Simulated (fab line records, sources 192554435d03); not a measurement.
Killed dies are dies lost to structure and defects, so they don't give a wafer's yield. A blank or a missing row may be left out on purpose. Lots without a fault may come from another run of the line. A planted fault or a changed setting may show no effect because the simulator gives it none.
Chamber matching | flow n5_finfet | N5_HKMG_FIN_NWFM_ALD_20 on ald_metal-04: 4 sister chambers
The step deposits TiAlC, target thk 2 nm, pulse time 3 s, purge time 2 s. 7 wafers are shown with their chamber, then 7 later ones without.

WAFERS WITH THEIR CHAMBER
wafer  | chamber | heater_power_w (W) | precursor_pulse_height_rel
L087.1 | 1       | 526                | 0.986
L087.5 | 3       | 506                | 0.998
L088.2 | 1       | 518                | 0.982
L088.3 | 2       | 557                | 1.016
L088.6 | 2       | 560                | 1.012
L090.1 | 3       | 503                | 0.986
L090.4 | 0       | 459                | 0.973

WAFERS WITHOUT THEIR CHAMBER
wafer  | heater_power_w (W) | precursor_pulse_height_rel
L090.6 | 552                | 1.006
L094.2 | 452                | 0.978
L094.5 | 462                | 1.006
L094.6 | 509                | 1.003
L097.1 | 555                | 1.006
L097.2 | 521                | 1.006
L097.5 | 541                | 1.009

WHICH CHAMBER EACH WENT THROUGH
wafer  | from the rows above     | in truth
L090.6 | 2                       | 2
L094.2 | 0                       | 0
L094.5 | 0                       | 0
L094.6 | 3                       | 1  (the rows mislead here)
L097.1 | 2                       | 2
L097.2 | can't be placed: 1 or 3 | 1
L097.5 | 2                       | 2
Placed correctly: 5 of 7. Can't be placed from these rows: 1 (the true chamber is among the candidates in 1). Placed wrongly: 1.
How it was worked out, from the rows above alone: a wafer's distance from a chamber is the root of the sum, over the readings, of the square of ((its reading less the chamber's mean) divided by the reading's scatter). The wafer belongs to the nearest chamber; if the next one is less than 2 further off, it can't be placed. A chamber's mean is the mean of its shown wafers. The scatter: the root of (the sum of the squares of (reading less its chamber's mean) over the shown wafers, divided by (wafers less chambers)).
